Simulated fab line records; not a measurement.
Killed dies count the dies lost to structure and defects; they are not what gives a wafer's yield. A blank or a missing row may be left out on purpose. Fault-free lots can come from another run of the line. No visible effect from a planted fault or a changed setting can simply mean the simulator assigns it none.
fab line records ; flow nand-harc ; part 2 of 2: steps 30 to 42 of 42
[record] lots = 5; wafers = 15; last-day = 33
route steps=1302 shown P_ZERO_WELL@18
lots with no fault: from the same line, run without faults
start-h: start of the lot's first displayed wafer, in hours after the record's first day ; wait-h: time in hours since the lot's previous step ; " same as the row above ; L1.1+2: a single row standing in for several wafers ; - no value, or no start given ; * or withheld: withheld ; < > ~ a bound
route shown NAME@n: NAME is a module with steps in the file, n the number in the route of the first one ; usual: average and standard deviation across the fault-free wafers ; same: alike in all rows ; chamber/n: place in a boat ; sites: per-site readings ; _std_site: the values' standard deviation ; _edge_site: mean of outer sites minus mean of inner sites ; radius-mm: how far each site lies from the wafer's centre ; mask NAME#n: copy n ; behind: the tool/chamber that last shaped the wafer ; hold: why the lot was held/for how many hours/how that ended ; device: which transistor (n, p or np) failed to switch ; end of line: the route-end tests of the same wafers ; a step with no rows: only its recipe ; killed: dies lost to structure and defects at the first sort, not the wafer's yield ; map: a wafer's dies, x killed, . not, _ none there
set.NAME: the run value of the setting; set.NAME@STEP: its run value at that earlier step ; model.NAME: the simulator's own value behind a step, which no gauge read
a table for each step, a row for each wafer; lots at some steps of the route
services: when a tool's chamber went out of use (start-h, in hours from the record's first day, below 0 if earlier), for how many hours, and the reason
[[steps]]
[step NHARC_P_ZERO_WELL_IMPLANT_40]
[recipe] energy-kev = 300; dose-cm2 = 1e+13; tilt-deg = 7
[usual] beam-on-s = 10.02/0.19
[same] implant-ion-amu = 11
lot.wafer;tool;chamber;start-h;wait-h;beam-on-s
L081.2;implanter-01;0;94.56;0.2;9.85
L081.4;implanter-01;0;94.56;0.2;9.83
L081.6;implanter-01;0;94.56;0.2;9.91
L083.1;implanter-02;0;114.44;0.1;10.22
L083.3;implanter-02;0;114.44;0.1;10.12
L083.6;implanter-02;0;114.44;0.1;10.14
L086.2;implanter-01;0;161.46;16.9;9.62
L086.3;implanter-01;0;161.46;16.9;10.01
L086.6;implanter-01;0;161.46;16.9;9.99
L091.1;implanter-02;0;194.40;0.1;10.21
L091.3;implanter-02;0;194.40;0.1;10.11
L091.4;implanter-02;0;194.40;0.1;9.86
L097.2;implanter-01;0;254.56;0.2;10.20
L097.3;implanter-01;0;254.56;0.2;9.78
L097.4;implanter-01;0;254.56;0.2;10.10
[step NHARC_P_ZERO_WELL_IMPLANT_59]
[recipe] energy-kev = 120; dose-cm2 = 5e+12; tilt-deg = 7
[usual] beam-on-s = 9.96/0.2
[same] implant-ion-amu = 11
lot.wafer;tool;chamber;start-h;wait-h;beam-on-s
L081.2;implanter-01;0;94.74;0.2;10.01
L081.4;implanter-01;0;94.74;0.2;9.84
L081.6;implanter-01;0;94.74;0.2;9.66
L083.1;implanter-02;0;114.61;0.1;9.96
L083.3;implanter-02;0;114.61;0.1;9.95
L083.6;implanter-02;0;114.61;0.1;9.94
L086.2;implanter-01;0;161.64;0.1;9.65
L086.3;implanter-01;0;161.64;0.1;9.71
L086.6;implanter-01;0;161.64;0.1;9.67
L091.1;implanter-02;0;194.58;0.1;10.14
L091.3;implanter-02;0;194.58;0.1;10.23
L091.4;implanter-02;0;194.58;0.1;10.17
L097.2;implanter-01;0;254.74;0.1;9.70
L097.3;implanter-01;0;254.74;0.1;10.10
L097.4;implanter-01;0;254.74;0.1;9.90
[step NHARC_P_ZERO_WELL_IMPLANT_60]
[recipe] energy-kev = 30; dose-cm2 = 2e+12; tilt-deg = 7
[usual] beam-on-s = 9.99/0.2
[same] implant-ion-amu = 11
lot.wafer;tool;chamber;start-h;wait-h;beam-on-s
L081.2;implanter-01;0;94.93;0.2;10.01
L081.4;implanter-01;0;94.93;0.2;9.48
L081.6;implanter-01;0;94.93;0.2;9.88
L083.1;implanter-02;0;114.79;0.2;9.87
L083.3;implanter-02;0;114.79;0.2;10.03
L083.6;implanter-02;0;114.79;0.2;9.71
L086.2;implanter-01;0;161.81;0.1;9.99
L086.3;implanter-01;0;161.81;0.1;9.79
L086.6;implanter-01;0;161.81;0.1;9.98
L091.1;implanter-02;0;194.76;0.1;10.06
L091.3;implanter-02;0;194.76;0.1;10.00
L091.4;implanter-02;0;194.76;0.1;9.88
L097.2;implanter-01;0;254.92;0.1;9.76
L097.3;implanter-01;0;254.92;0.1;10.22
L097.4;implanter-01;0;254.92;0.1;9.92
[step NHARC_P_ZERO_WELL_STRIP_41]
[recipe] time-s = 840; temp-c = 130; chemistry = SPM
lot.wafer;tool;chamber;start-h;wait-h
L081.6+2+4;wet-bench-04;3,5,6;95.13;0.0
L083.6+1+3;wet-bench-04;6,7,3;115.01;0.0
L086.6+2+3;wet-bench-03;5,0,1;162.00;0.0
L091.4+3+1;wet-bench-07;7,0,3;194.99;0.1
L097.2+4+3;wet-bench-03;5,7,2;255.11;0.2
[step NHARC_P_ZERO_WELL_DEHYDRATE_44]
[recipe] temp-c = 150; time-s = 120
[usual] plate-temp-C = 150.02/0.14
lot.wafer;tool;chamber;start-h;wait-h;plate-temp-C
L081.2;litho-track-07;0;95.45;-;150.10
L081.4;litho-track-07;0;95.45;-;149.88
L081.6;litho-track-07;0;95.45;-;149.68
L083.1;litho-track-02;0;115.34;-;149.95
L083.3;litho-track-02;0;115.34;-;149.94
L083.6;litho-track-02;0;115.34;-;150.00
L086.2;litho-track-07;0;162.33;-;150.18
L086.3;litho-track-07;0;162.33;-;150.44
L086.6;litho-track-07;0;162.33;-;150.16
L091.1;litho-track-07;0;195.31;-;150.28
L091.3;litho-track-07;0;195.31;-;150.27
L091.4;litho-track-07;0;195.31;-;150.11
L097.2;litho-track-02;0;255.44;-;150.03
L097.3;litho-track-02;0;255.44;-;150.11
L097.4;litho-track-02;0;255.44;-;150.15
[step NHARC_P_ZERO_WELL_HMDS_45]
[recipe] time-s = 30
lot.wafer;tool;chamber;start-h;wait-h
L081.2+4+6;litho-track-07;0;-;-
L083.1+3+6;litho-track-02;0;-;-
L086.2+3+6;litho-track-07;0;-;-
L091.1+3+4;litho-track-07;0;-;-
L097.2+3+4;litho-track-02;0;-;-
[step NHARC_P_ZERO_WELL_COAT_46]
[recipe] spin-rpm = withheld
lot.wafer;tool;chamber;start-h;wait-h
L081.2+4+6;litho-track-07;0;-;-
L083.1+3+6;litho-track-02;0;-;-
L086.2+3+6;litho-track-07;0;-;-
L091.1+3+4;litho-track-07;0;-;-
L097.2+3+4;litho-track-02;0;-;-
[step NHARC_P_ZERO_WELL_SOFTBAKE_47]
[recipe] temp-c = 122; time-s = 95
[usual] plate-temp-C = 121.99/0.11
lot.wafer;tool;chamber;start-h;wait-h;plate-temp-C
L081.2;litho-track-07;0;-;-;121.90
L081.4;litho-track-07;0;-;-;122.00
L081.6;litho-track-07;0;-;-;121.90
L083.1;litho-track-02;0;-;-;122.17
L083.3;litho-track-02;0;-;-;122.00
L083.6;litho-track-02;0;-;-;122.13
L086.2;litho-track-07;0;-;-;122.08
L086.3;litho-track-07;0;-;-;122.02
L086.6;litho-track-07;0;-;-;122.16
L091.1;litho-track-07;0;-;-;122.17
L091.3;litho-track-07;0;-;-;122.05
L091.4;litho-track-07;0;-;-;122.08
L097.2;litho-track-02;0;-;-;121.95
L097.3;litho-track-02;0;-;-;122.23
L097.4;litho-track-02;0;-;-;121.97
[step NHARC_P_ZERO_WELL_EBR_48]
lot.wafer;tool;chamber;start-h;wait-h
L081.2+4+6;litho-track-07;0;-;-
L083.1+3+6;litho-track-02;0;-;-
L086.2+3+6;litho-track-07;0;-;-
L091.1+3+4;litho-track-07;0;-;-
L097.2+3+4;litho-track-02;0;-;-
[step NHARC_P_ZERO_WELL_EXPOSE_49]
[recipe] na = 0.6; target-cd-nm = 2000; dose-mj = 22.64; mask-id = P_HVPW
lot.wafer;tool;chamber;start-h;wait-h;mask
L081.2+4+6;krf-scanner-04;0;95.72;-;P_HVPW#0
L083.1+3+6;krf-scanner-01;0;115.61;-;P_HVPW#0
L086.2+3+6;krf-scanner-02;0;162.48;-;P_HVPW#0
L091.1+3+4;krf-scanner-02;0;195.58;-;P_HVPW#0
L097.2+3+4;krf-scanner-04;0;255.59;-;P_HVPW#0
[step NHARC_P_ZERO_WELL_PEB_50]
[recipe] peb-temp-c = 118; peb-time-s = 85
[usual] plate-temp-C = 117.99/0.13
lot.wafer;tool;chamber;start-h;wait-h;plate-temp-C
L081.2;litho-track-07;0;95.78;0.1;118.00
L081.4;litho-track-07;0;95.78;0.1;118.04
L081.6;litho-track-07;0;95.78;0.1;117.92
L083.1;litho-track-07;0;115.68;0.1;117.87
L083.3;litho-track-07;0;115.68;0.1;117.95
L083.6;litho-track-07;0;115.68;0.1;117.97
L086.2;litho-track-03;0;162.54;0.1;117.91
L086.3;litho-track-03;0;162.54;0.1;118.13
L086.6;litho-track-03;0;162.54;0.1;117.86
L091.1;litho-track-07;0;195.65;0.1;118.09
L091.3;litho-track-07;0;195.65;0.1;118.12
L091.4;litho-track-07;0;195.65;0.1;117.71
L097.2;litho-track-02;0;255.65;0.1;118.13
L097.3;litho-track-02;0;255.65;0.1;117.99
L097.4;litho-track-02;0;255.65;0.1;118.08
[step NHARC_P_ZERO_WELL_DEVELOP_51]
[recipe] time-s = 70
lot.wafer;tool;chamber;start-h;wait-h
L081.2+4+6;litho-track-07;0;-;-
L083.1+3+6;litho-track-07;0;-;-
L086.2+3+6;litho-track-03;0;-;-
L091.1+3+4;litho-track-07;0;-;-
L097.2+3+4;litho-track-02;0;-;-
[step NHARC_P_ZERO_WELL_CD_MEAS_52]
[recipe] target-cd-nm = 2000; landing-energy-ev = 500
[usual] cd-nm = 1999.7/1.6
lot.wafer;tool;chamber;start-h;wait-h;cd-nm
L081.2;cd-sem-01;0;95.87;-;1999.5
L081.4;cd-sem-01;0;95.87;-;1998.3
L081.6;cd-sem-01;0;95.87;-;1997.8
L083.1;cd-sem-03;0;115.77;-;1997.7
L083.3;cd-sem-03;0;115.77;-;1997.3
L083.6;cd-sem-03;0;115.77;-;1999.8
L086.2;cd-sem-02;0;162.64;-;2001.7
L086.3;cd-sem-02;0;162.64;-;1999.2
L086.6;cd-sem-02;0;162.64;-;2000.8
L091.1;cd-sem-01;0;195.74;-;1999.1
L091.3;cd-sem-01;0;195.74;-;1998.7
L091.4;cd-sem-01;0;195.74;-;1998.1
L097.2;cd-sem-02;0;255.74;-;2000.1
L097.3;cd-sem-02;0;255.74;-;2001.0
L097.4;cd-sem-02;0;255.74;-;2000.4
[[services]]
tool;chamber;start-h;hours;kind
litho-track-07;-;76.00;7.0;pm
rie-diel-07;-;79.50;2.4;repair
rie-diel-01;1;86.93;8.1;repair
krf-scanner-01;-;92.79;0.6;repair
rie-diel-07;3;97.82;2.0;repair
litho-track-03;-;100.00;7.0;pm
implanter-01;-;108.91;0.9;repair
wet-bench-03;-;113.01;2.1;repair
rie-diel-07;-;117.47;9.0;pm
implanter-01;-;127.74;1.7;repair
krf-scanner-01;-;140.00;4.0;pm
implanter-02;-;143.93;3.3;repair
implanter-01;-;173.82;9.6;repair
rie-diel-07;2;176.40;1.7;repair
implanter-02;-;188.19;2.3;repair
krf-scanner-04;-;199.45;4.0;pm
implanter-02;-;203.99;2.4;repair
rie-diel-01;-;204.75;9.0;pm
rie-diel-07;2;207.60;7.9;repair
wet-bench-03;-;210.40;8.0;pm
litho-track-02;-;227.00;7.0;pm
wet-bench-04;-;227.21;8.0;pm
litho-track-07;-;251.00;7.0;pm
rie-diel-07;2;255.00;1.6;repair
